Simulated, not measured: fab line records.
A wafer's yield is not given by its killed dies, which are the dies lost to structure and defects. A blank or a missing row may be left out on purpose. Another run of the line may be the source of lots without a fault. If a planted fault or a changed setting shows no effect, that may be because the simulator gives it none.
fab line records + flow nandHarc
[record]
- lots = 12
- wafers = 36
- lastDay = 34
route steps=1302 shown P_BONDPAD@374 A_ZERO_WELL@403 A_ONON_D1@440 END@1302
lots that met no fault: taken from a fault-free run of the same line
startH: hours from the record's first day to the start of the lot's first wafer shown + waitH: hours from the lot's prior step to this one + " identical to the entry in the row above + L1.1+2: a row that stands for several wafers + - either no value or no given start + * or withheld: withheld + < > ~ a bound
route shown NAME@n: NAME is a module with steps in the file, n the number in the route of the first one + usual: mean/standard deviation taken from wafers without a fault + same: alike in all rows + chamber/n: place in a boat + sites: per-site readings + _std_site: standard deviation across them + _edge_site: mean of outer sites minus mean of inner sites + radiusMm: how far each site lies from the wafer's centre + mask NAME#n: copy n + behind: the tool/chamber that last shaped the wafer + hold: cause of the lot's hold/its duration in hours/its outcome + device: which transistor (n, p or np) failed to switch + end of line: the same wafers' tests at the end of the route + a step given without rows: its recipe and nothing more + killed: the dies lost at the first sort to structure and to defects; this is not the yield of the wafer + map: the dies of a wafer, with x for killed, . for not killed, _ for no die there
set.NAME: the setting as run; set.NAME@STEP: as run at that earlier step + model.NAME: the simulator's own value behind a step, which no gauge read
steps of the route over a sample of lots; a table a step, a row a wafer
services: when a tool's chamber went out of use (startH, in hours from the record's first day, below 0 if earlier), for how many hours, and the reason
[[steps]]
[step NHARC_P_BONDPAD_DEGAS_25]
[recipe]
- tempC = 300
- timeS = 60
[usual]
- heaterPowerW = 460/47
| lot.wafer | tool          | chamber | startH | waitH | heaterPowerW |
|-----------|---------------|---------|--------|-------|--------------|
| L899.4    | pvdSputter-03 | -       | 136.23 | -     | 468          |
| L899.1    | "             | -       | "      | "     | 436          |
| L899.6    | "             | -       | "      | "     | 405          |
| L901.2    | pvdSputter-02 | -       | 153.41 | -     | 492          |
| L901.1    | "             | -       | "      | "     | 504          |
| L901.5    | "             | -       | "      | "     | 445          |
| L902.4    | pvdSputter-02 | -       | 164.77 | -     | 507          |
| L902.6    | "             | -       | "      | "     | 493          |
| L902.5    | "             | -       | "      | "     | 433          |
| L903.3    | pvdSputter-03 | -       | 180.32 | -     | 436          |
| L903.6    | "             | -       | "      | "     | 483          |
| L903.5    | "             | -       | "      | "     | 444          |
| L905.4    | pvdSputter-01 | -       | 203.05 | -     | 386          |
| L905.6    | "             | -       | "      | "     | 515          |
| L905.5    | "             | -       | "      | "     | 461          |
| L906.2    | pvdSputter-03 | -       | 203.24 | -     | 406          |
| L906.5    | "             | -       | "      | "     | 487          |
| L906.6    | "             | -       | "      | "     | 401          |
| L908.1    | pvdSputter-02 | -       | 229.37 | -     | 496          |
| L908.2    | "             | -       | "      | "     | 456          |
| L908.3    | "             | -       | "      | "     | 487          |
| L910.4    | pvdSputter-03 | -       | 248.20 | -     | 396          |
| L910.1    | "             | -       | "      | "     | 491          |
| L910.3    | "             | -       | "      | "     | 491          |
| L914.4    | pvdSputter-01 | -       | 288.49 | -     | 518          |
| L914.2    | "             | -       | "      | "     | 382          |
| L914.6    | "             | -       | "      | "     | 523          |
| L913.1    | pvdSputter-03 | -       | 289.47 | -     | 450          |
| L913.6    | "             | -       | "      | "     | 475          |
| L913.5    | "             | -       | "      | "     | 439          |
| L919.1    | pvdSputter-01 | -       | 331.01 | -     | 386          |
| L919.2    | "             | -       | "      | "     | 524          |
| L919.5    | "             | -       | "      | "     | 389          |
| L921.1    | pvdSputter-02 | -       | 358.85 | -     | 475          |
| L921.2    | "             | -       | "      | "     | 511          |
| L921.6    | "             | -       | "      | "     | 491          |
[step NHARC_A_ZERO_WELL_DESCUM_12]
[recipe]
- timeS = 3
- o2FlowSccm = 200
- arFlowSccm = 0
- biasPowerW = 0
- chemistry = O2
[usual]
- chamberPressureMTorr = 60.01/0.052
- drypumpMotorCurrentA = 5.69/0.25
- oesProductAu = 1.001/0.011
- rfVppV = 57.8/1.1
- showerheadPlenumPTorr = 1.92/0.092
- throttleValvePct = 11.311/0.0086
| lot.wafer | tool       | chamber | startH | waitH | chamberPressureMTorr | drypumpMotorCurrentA | oesProductAu | rfHoursCounterH | rfVppV | showerheadPlenumPTorr | throttleValvePct |
|-----------|------------|---------|--------|-------|----------------------|----------------------|--------------|-----------------|--------|-----------------------|------------------|
| L899.1    | rieDiel-04 | 3       | 139.33 | -     | 59.95                | 5.47                 | 0.992        | 4               | 59.0   | 2.06                  | 11.308           |
| L899.6    | "          | 1       | "      | "     | 60.03                | 5.73                 | 1.002        | -               | 57.8   | 1.87                  | 11.313           |
| L899.4    | "          | 3       | "      | "     | 59.94                | 5.49                 | 0.987        | -               | 58.5   | 2.06                  | 11.305           |
| L901.2    | rieDiel-03 | 3       | 156.50 | -     | 60.04                | 5.92                 | 1.008        | 6               | 59.1   | 2.03                  | 11.319           |
| L901.1    | "          | 1       | "      | "     | 60.05                | 6.16                 | 0.998        | 8               | 57.3   | 1.85                  | 11.311           |
| L901.5    | "          | 0       | "      | "     | 60.03                | 5.55                 | 0.990        | -               | 58.3   | 1.83                  | 11.307           |
| L902.4    | rieDiel-04 | 3       | 167.82 | -     | 59.99                | 5.50                 | 1.003        | 5               | 58.5   | 2.06                  | 11.306           |
| L902.5    | "          | 3       | "      | "     | 59.96                | 5.46                 | 0.997        | -               | 57.7   | 2.06                  | 11.305           |
| L902.6    | "          | 0       | "      | "     | 60.06                | 5.53                 | 1.018        | -               | 56.6   | 1.83                  | 11.328           |
| L903.3    | rieDiel-03 | 2       | 183.36 | -     | 59.97                | 6.26                 | 1.019        | 12              | 57.7   | 1.98                  | 11.323           |
| L903.6    | "          | 3       | "      | "     | 60.06                | 5.93                 | 1.017        | -               | 57.2   | 2.03                  | 11.323           |
| L903.5    | "          | 0       | "      | "     | 60.10                | 5.56                 | 0.989        | -               | 58.2   | 1.83                  | 11.297           |
| L905.4    | rieDiel-03 | 0       | 206.14 | -     | 60.00                | 5.55                 | 0.981        | 14              | 58.3   | 1.83                  | 11.318           |
| L905.6    | "          | 2       | "      | "     | 60.02                | 6.22                 | 1.008        | -               | 57.2   | 1.98                  | 11.312           |
| L905.5    | "          | 3       | "      | "     | 59.94                | 5.93                 | 1.004        | -               | 56.4   | 2.03                  | 11.315           |
| L906.2    | rieDiel-04 | 2       | 206.38 | -     | 60.01                | 5.73                 | 1.000        | 0               | 58.0   | 1.87                  | 11.328           |
| L906.5    | "          | 3       | "      | "     | 59.93                | 5.49                 | 1.002        | -               | 58.8   | 2.06                  | 11.303           |
| L906.6    | "          | 0       | "      | "     | 60.00                | 5.54                 | 1.001        | -               | 59.0   | 1.83                  | 11.306           |
| L908.3    | rieDiel-04 | 2       | 232.54 | -     | 60.00                | 5.70                 | 0.994        | 1               | 57.2   | 1.87                  | 11.316           |
| L908.1    | "          | 3       | "      | "     | 60.03                | 5.49                 | 1.021        | 1               | 59.1   | 2.06                  | 11.304           |
| L908.2    | "          | 0       | "      | "     | 60.02                | 5.55                 | 0.999        | 1               | 57.2   | 1.83                  | 11.293           |
| L910.3    | rieDiel-04 | 3       | 251.31 | -     | 60.11                | 5.49                 | 1.022        | 1               | 57.7   | 2.06                  | 11.314           |
| L910.4    | "          | 0       | "      | "     | 60.04                | 5.58                 | 1.003        | 1               | 55.6   | 1.83                  | 11.304           |
| L910.1    | "          | 2       | "      | "     | 60.04                | 5.73                 | 1.008        | 2               | 57.9   | 1.87                  | 11.325           |
| L914.2    | rieDiel-04 | 2       | 291.61 | -     | 59.99                | 5.71                 | 0.996        | 4               | 57.5   | 1.86                  | 11.307           |
| L914.4    | "          | 3       | "      | "     | 60.07                | 5.50                 | 1.006        | 3               | 56.8   | 2.06                  | 11.308           |
| L914.6    | "          | 1       | "      | "     | 60.10                | 5.75                 | 0.988        | -               | 55.4   | 1.86                  | 11.303           |
| L913.1    | rieDiel-04 | 1       | 292.56 | -     | 59.94                | 5.74                 | 0.987        | 3               | 57.6   | 1.86                  | 11.317           |
| L913.5    | "          | 1       | "      | "     | 60.00                | 5.72                 | 0.998        | -               | 56.9   | 1.87                  | 11.318           |
| L913.6    | "          | 2       | "      | "     | 60.01                | 5.70                 | 0.987        | -               | 56.0   | 1.86                  | 11.309           |
| L919.2    | rieDiel-04 | 1       | 334.11 | -     | 59.94                | 5.73                 | 0.997        | 5               | 58.9   | 1.86                  | 11.319           |
| L919.1    | "          | 2       | "      | "     | 60.01                | 5.76                 | 1.001        | 5               | 57.5   | 1.86                  | 11.292           |
| L919.5    | "          | 0       | "      | "     | 59.98                | 5.58                 | 1.006        | -               | 57.2   | 1.83                  | 11.315           |
| L921.2    | rieDiel-03 | 1       | 361.95 | -     | 60.11                | 6.20                 | 1.005        | 11              | 56.4   | 1.84                  | 11.324           |
| L921.1    | "          | 2       | "      | "     | 60.00                | 6.23                 | 1.008        | 10              | 56.6   | 1.97                  | 11.291           |
| L921.6    | "          | 0       | "      | "     | 59.93                | 5.56                 | 0.994        | -               | 58.3   | 1.83                  | 11.301           |
[step NHARC_A_ZERO_WELL_RTA_16]
[recipe]
- tempC = 1000
- timeS = 10
[usual]
- annealTempCMax = 1004.1/0.77
- lampPowerPct = 33.0/2.3
- lamp_zone_1_pct = 33.0/2.3
- lamp_zone_6_pct = 32.9/2.3
- wafer_temp_C_max = 1004.8/2.2
| lot.wafer | tool         | chamber | startH | waitH | annealTempCMax | lampPowerPct | lamp_zone_1_pct | lamp_zone_6_pct | wafer_temp_C_max |
|-----------|--------------|---------|--------|-------|----------------|--------------|-----------------|-----------------|------------------|
| L899.1    | rtpAnneal-02 | 0       | 140.44 | -     | 1004.1         | 35.1         | 35.1            | 35.0            | 1006.3           |
| L899.4    | "            | 0       | "      | "     | 1003.1         | 35.1         | 35.1            | 34.9            | 1004.2           |
| L899.6    | "            | 0       | "      | "     | 1002.7         | 35.1         | 35.1            | 35.0            | 1006.0           |
| L901.1    | rtpAnneal-02 | 0       | 157.60 | -     | 1003.4         | 35.0         | 35.1            | 34.9            | 1007.9           |
| L901.2    | "            | 0       | "      | "     | 1006.8         | 35.1         | 35.1            | 35.0            | 1006.3           |
| L901.5    | "            | 0       | "      | "     | 1003.4         | 35.0         | 35.1            | 35.0            | 1006.6           |
| L902.4    | rtpAnneal-01 | 0       | 169.02 | -     | 1003.5         | 30.5         | 30.4            | 30.4            | 1001.5           |
| L902.5    | "            | 0       | "      | "     | 1003.7         | 30.5         | 30.6            | 30.4            | 1002.1           |
| L902.6    | "            | 0       | "      | "     | 1003.2         | 30.5         | 30.5            | 30.5            | 1003.0           |
| L903.3    | rtpAnneal-02 | 0       | 184.52 | -     | 1005.8         | 35.0         | 35.1            | 35.0            | 1008.9           |
| L903.5    | "            | 0       | "      | "     | 1004.9         | 35.0         | 35.0            | 35.0            | 1007.8           |
| L903.6    | "            | 0       | "      | "     | 1004.0         | 35.1         | 35.1            | 35.1            | 1006.1           |
| L905.4    | rtpAnneal-01 | 0       | 207.32 | -     | 1004.3         | 30.5         | 30.5            | 30.5            | 1003.2           |
| L905.5    | "            | 0       | "      | "     | 1004.4         | 30.4         | 30.5            | 30.4            | 1001.9           |
| L905.6    | "            | 0       | "      | "     | 1004.9         | 30.5         | 30.5            | 30.4            | 1003.2           |
| L906.2    | rtpAnneal-02 | 0       | 207.49 | -     | 1003.7         | 35.0         | 35.0            | 35.0            | 1006.8           |
| L906.5    | "            | 0       | "      | "     | 1003.3         | 35.0         | 35.1            | 35.0            | 1006.9           |
| L906.6    | "            | 0       | "      | "     | 1004.4         | 35.1         | 35.1            | 34.9            | 1006.2           |
| L908.1    | rtpAnneal-01 | 0       | 233.63 | -     | 1004.8         | 30.5         | 30.5            | 30.4            | 1001.4           |
| L908.2    | "            | 0       | "      | "     | 1004.4         | 30.5         | 30.4            | 30.4            | 1003.3           |
| L908.3    | "            | 0       | "      | "     | 1003.9         | 30.5         | 30.5            | 30.4            | 1002.2           |
| L910.1    | rtpAnneal-01 | 0       | 252.41 | -     | 1003.3         | 30.5         | 30.4            | 30.5            | 1001.3           |
| L910.3    | "            | 0       | "      | "     | 1003.5         | 30.5         | 30.5            | 30.4            | 1002.0           |
| L910.4    | "            | 0       | "      | "     | 1005.3         | 30.5         | 30.5            | 30.5            | 1003.3           |
| L914.2    | rtpAnneal-02 | 0       | 292.73 | -     | 1002.6         | 35.0         | 35.0            | 35.0            | 1005.2           |
| L914.4    | "            | 0       | "      | "     | 1004.4         | 35.1         | 35.0            | 35.0            | 1006.5           |
| L914.6    | "            | 0       | "      | "     | 1004.5         | 35.0         | 35.0            | 34.9            | 1006.3           |
| L913.1    | rtpAnneal-01 | 0       | 293.67 | -     | 1003.4         | 30.5         | 30.6            | 30.4            | 1002.3           |
| L913.5    | "            | 0       | "      | "     | 1003.5         | 30.5         | 30.5            | 30.4            | 1003.0           |
| L913.6    | "            | 0       | "      | "     | 1004.9         | 30.5         | 30.5            | 30.4            | 1003.0           |
| L919.1    | rtpAnneal-01 | 0       | 335.21 | -     | 1004.5         | 30.5         | 30.5            | 30.4            | 1003.1           |
| L919.2    | "            | 0       | "      | "     | 1003.2         | 30.4         | 30.4            | 30.4            | 1002.3           |
| L919.5    | "            | 0       | "      | "     | 1003.7         | 30.5         | 30.5            | 30.5            | 1002.2           |
| L921.1    | rtpAnneal-02 | 0       | 363.04 | -     | 1003.9         | 35.1         | 35.0            | 35.0            | 1008.7           |
| L921.2    | "            | 0       | "      | "     | 1002.6         | 35.1         | 35.1            | 35.0            | 1005.7           |
| L921.6    | "            | 0       | "      | "     | 1003.5         | 35.1         | 35.1            | 35.0            | 1006.8           |
[step NHARC_A_ONON_D1_DEP_22]
[recipe]
- targetThkA = 10000
- n2FlowSccm = 2750
- n2oFlowSccm = 2000
- nh3FlowSccm = 500
- sih4FlowSccm = 210
- tempC = 400
| lot.wafer  | tool         | chamber | startH | waitH |
|------------|--------------|---------|--------|-------|
| L899.1+4+6 | pecvdOnon-02 | 0       | 175.39 | 0.1   |
| L901.1+2+5 | pecvdOnon-04 | 0       | 193.33 | 0.1   |
| L902.4+5+6 | pecvdOnon-02 | 0       | 202.13 | 0.2   |
| L903.3+5+6 | pecvdOnon-01 | 0       | 218.64 | 0.2   |
| L906.2+5+6 | pecvdOnon-01 | 0       | 239.56 | 0.1   |
| L905.4+5+6 | pecvdOnon-04 | 0       | 239.69 | 0.2   |
| L908.1+2+3 | pecvdOnon-02 | 0       | 267.91 | 0.1   |
| L910.1+3+4 | pecvdOnon-02 | 0       | 284.98 | 0.1   |
| L913.1+5+6 | pecvdOnon-02 | 0       | 328.10 | 0.1   |
| L914.2+4+6 | pecvdOnon-01 | 0       | 328.15 | 0.1   |
| L919.1+2+5 | pecvdOnon-01 | 0       | 370.22 | 0.1   |
| L921.1+2+6 | pecvdOnon-04 | 0       | 397.70 | 0.1   |
[step NHARC_A_ONON_D1_THK_MEAS_24]
[recipe]
- thkMeasGauge = ellipsometry
[usual]
- thkNm = 1002/11
| lot.wafer | tool         | chamber | startH | waitH | thkNm |
|-----------|--------------|---------|--------|-------|-------|
| L899.1    | filmMetro-02 | -       | 175.90 | -     | 995   |
| L899.4    | "            | -       | "      | "     | 996   |
| L899.6    | "            | -       | "      | "     | 995   |
| L901.1    | filmMetro-02 | -       | 193.84 | -     | 993   |
| L901.2    | "            | -       | "      | "     | 989   |
| L901.5    | "            | -       | "      | "     | 991   |
| L902.4    | filmMetro-02 | -       | 202.46 | -     | 999   |
| L902.5    | "            | -       | "      | "     | 995   |
| L902.6    | "            | -       | "      | "     | 997   |
| L903.3    | filmMetro-02 | -       | 219.03 | -     | 1014  |
| L903.5    | "            | -       | "      | "     | 1015  |
| L903.6    | "            | -       | "      | "     | 1013  |
| L906.2    | filmMetro-02 | -       | 240.02 | -     | 999   |
| L906.5    | "            | -       | "      | "     | 1000  |
| L906.6    | "            | -       | "      | "     | 1001  |
| L905.4    | filmMetro-02 | -       | 240.03 | -     | 1005  |
| L905.5    | "            | -       | "      | "     | 1005  |
| L905.6    | "            | -       | "      | "     | 1004  |
| L908.1    | filmMetro-02 | -       | 268.42 | -     | 995   |
| L908.2    | "            | -       | "      | "     | 995   |
| L908.3    | "            | -       | "      | "     | 997   |
| L910.1    | filmMetro-02 | -       | 285.49 | -     | 1480  |
| L910.3    | "            | -       | "      | "     | 1481  |
| L910.4    | "            | -       | "      | "     | 1479  |
| L914.2    | filmMetro-01 | -       | 328.60 | -     | 1004  |
| L914.4    | "            | -       | "      | "     | 1002  |
| L914.6    | "            | -       | "      | "     | 1003  |
| L913.1    | filmMetro-02 | -       | 328.61 | -     | 1464  |
| L913.5    | "            | -       | "      | "     | 1465  |
| L913.6    | "            | -       | "      | "     | 1466  |
| L919.1    | filmMetro-02 | -       | 370.73 | -     | 1008  |
| L919.2    | "            | -       | "      | "     | 1008  |
| L919.5    | "            | -       | "      | "     | 1009  |
| L921.1    | filmMetro-01 | -       | 398.22 | -     | 1022  |
| L921.2    | "            | -       | "      | "     | 1020  |
| L921.6    | "            | -       | "      | "     | 1022  |
[step NHARC_END_SORT_01]
[recipe]
- tempC = 25
[usual]
- killedAtArray = 57/18
- killedAtOther = 0.8/1
- killedAtPeriphery = 3.9/2.8
- killedDies = 62/18
- killedOpen = 3.4/1.8
- killedShort = 2.2/1.6
[same]
- grossDies = 677
| lot.wafer | tool      | chamber | startH | waitH | killedAtArray | killedAtOther | killedAtPeriphery | killedDies | killedOpen | killedShort |
|-----------|-----------|---------|--------|-------|---------------|---------------|-------------------|------------|------------|-------------|
| L910.1    | prober-01 | 0       | 676.93 | 2.5   | 676           | 0             | 1                 | 677        | 5          | 0           |
| L910.3    | prober-01 | 0       | 678.53 | 3.1   | 676           | 1             | 0                 | 677        | 4          | 4           |
| L910.4    | prober-01 | 0       | 679.32 | 3.4   | 673           | 1             | 3                 | 677        | 9          | 3           |
| L913.1    | prober-01 | 0       | 704.87 | 2.5   | 677           | 0             | 0                 | 677        | 3          | 1           |
| L913.5    | prober-01 | 0       | 708.03 | 3.7   | 674           | 0             | 3                 | 677        | 4          | 0           |
| L913.6    | prober-01 | 0       | 708.82 | 3.9   | 676           | 0             | 1                 | 677        | 3          | 3           |
// killed by level:class
L910.1 A_ONON_D1:areaDep=660 A_CHANNEL_HOLE_D1:chamberFilmFlake=5 A_CONTACT:chamberFilmFlake=3 A_M0:geometricParticle:open=2 A_SLIT:chamberFilmFlake=2 P_M1:geometricParticle:open=1 A_CONTACT:geometricParticle:open=1 A_BLC:geometricParticle:open=1
L910.3 A_ONON_D1:areaDep=662 A_CHANNEL_HOLE_D1:chamberFilmFlake=4 A_CHANNEL_HOLE_D1:geometricParticle:open=1 A_CHANNEL_FILL_D1:geometricParticle:short=1 A_DECK1_JOINT:geometricParticle:short=1 A_DECK1_JOINT:geometricParticle:open=1 A_CHANNEL_HOLE_D2:geometricParticle:open=1 A_SGD_CUT:geometricParticle:open=1
L910.4 A_ONON_D1:areaDep=650 A_CHANNEL_HOLE_D1:chamberFilmFlake=7 A_CONTACT:chamberFilmFlake=3 A_WL_FILL:geometricParticle:open=2 A_SLIT:chamberFilmFlake=2 P_GATE:geometricParticle:open=1 P_M0:geometricParticle:open=1 A_ONON_D1:geometricParticle:open=1
L913.1 A_ONON_D1:areaDep=603 A_CHANNEL_HOLE_D2:chamberFilmFlake=29 A_CHANNEL_HOLE_D1:chamberFilmFlake=29 A_CONTACT:chamberFilmFlake=7 A_SLIT:chamberFilmFlake=4 A_CHANNEL_FILL_D1:geometricParticle:open=2 A_CHANNEL_HOLE_D1:geometricParticle:short=1 A_M0:geometricParticle:open=1
L913.5 A_ONON_D1:areaDep=611 A_CHANNEL_HOLE_D1:chamberFilmFlake=34 A_CHANNEL_HOLE_D2:chamberFilmFlake=15 A_SLIT:chamberFilmFlake=4 A_CONTACT:chamberFilmFlake=3 P_ZERO_WELL:chamberFilmFlake=2 A_SGD_CUT:chamberFilmFlake=2 A_STAIRCASE:chamberFilmFlake=2
L913.6 A_ONON_D1:areaDep=607 A_CHANNEL_HOLE_D1:chamberFilmFlake=29 A_CHANNEL_HOLE_D2:chamberFilmFlake=20 A_SLIT:chamberFilmFlake=8 A_CONTACT:chamberFilmFlake=5 A_STAIRCASE:chamberFilmFlake=2 P_M1:geometricParticle:short=1 A_ONON_D1:geometricParticle:open=1
[[services]]
| tool          | chamber | startH | hours | kind   |
|---------------|---------|--------|-------|--------|
| pvdSputter-03 | -       | 117.06 | 0.8   | repair |
| rieDiel-04    | 0       | 132.46 | 7.1   | repair |
| rieDiel-04    | 3       | 141.37 | 1.4   | repair |
| pvdSputter-03 | -       | 170.03 | 10.0  | pm     |
| rieDiel-04    | 1       | 170.99 | 6.0   | repair |
| rieDiel-04    | -       | 177.90 | 9.0   | pm     |
| pecvdOnon-02  | -       | 185.00 | 13.0  | pm     |
| pecvdOnon-01  | -       | 201.38 | 5.0   | repair |
| pecvdOnon-02  | -       | 207.18 | 1.4   | repair |
| rieDiel-04    | 3       | 213.67 | 6.3   | repair |
| pvdSputter-03 | -       | 220.18 | 1.7   | repair |
| pvdSputter-02 | -       | 228.53 | 0.8   | repair |
| rieDiel-03    | 2       | 250.37 | 1.3   | repair |
| pecvdOnon-01  | -       | 269.00 | 13.0  | pm     |
| rieDiel-03    | -       | 281.30 | 9.0   | pm     |
| pvdSputter-02 | -       | 282.00 | 10.0  | pm     |
| pvdSputter-03 | -       | 336.03 | 5.3   | repair |
| rieDiel-04    | 1       | 342.87 | 2.6   | repair |
| pvdSputter-03 | -       | 348.03 | 10.0  | pm     |
| rieDiel-04    | -       | 354.90 | 9.0   | pm     |
| pecvdOnon-02  | -       | 366.00 | 13.0  | pm     |
| rtpAnneal-01  | -       | 372.00 | 12.0  | pm     |
| pvdSputter-03 | -       | 374.60 | 2.4   | repair |
| pvdSputter-03 | -       | 391.86 | 20.0  | repair |
[[key]]
[firstSign]
- step = NHARC_A_ONON_D1_THK_MEAS_24
- reading = thkNm
- direction = up
- sigmas = 43
- usual = 1002
- struck = 1473
[effect]
- step = NHARC_END_SORT_01
- reading = killedDies
- direction = up
- sigmas = 34
- usual = 62
- struck = 677
[moreKillsBornAt]
- NHARC_A_ONON_D1_DEP_22@pecvdOnon-02 = 3793
metAt NHARC_A_ONON_D1_DEP_22
struckLots L910,L913
laterRowsLeftOut L910.1,L910.3,L910.4,L913.1,L913.5,L913.6
testerLeftOut L910,L913
notActingAt NHARC_P_BONDPAD_DEGAS_25,NHARC_A_ZERO_WELL_DESCUM_12,NHARC_A_ZERO_WELL_RTA_16
onsetBetween 267.91 284.98
[fault]
- kind = processParameterDrift
- tool = pecvdOnon-02
- chamber = -
- onsetH = 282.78
- steps = NHARC_A_ONON_D1_DEP_22
- channel = targetThkA
- offset = *
- shape = step
- endH = 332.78
- actsIn = *
- stated = *
// testerLeftOut: of these lots the tester's yield and bins aren't shown, on N5 and GAA mostly nor the transistor test; their killed dies are dies lost to structure and defects alone, not to doping, threshold or leakage, so they don't give the yield
// laterRowsLeftOut: the simulator's readings of these wafers behind a module that went badly wrong aren't trusted and aren't shown, but for the sort
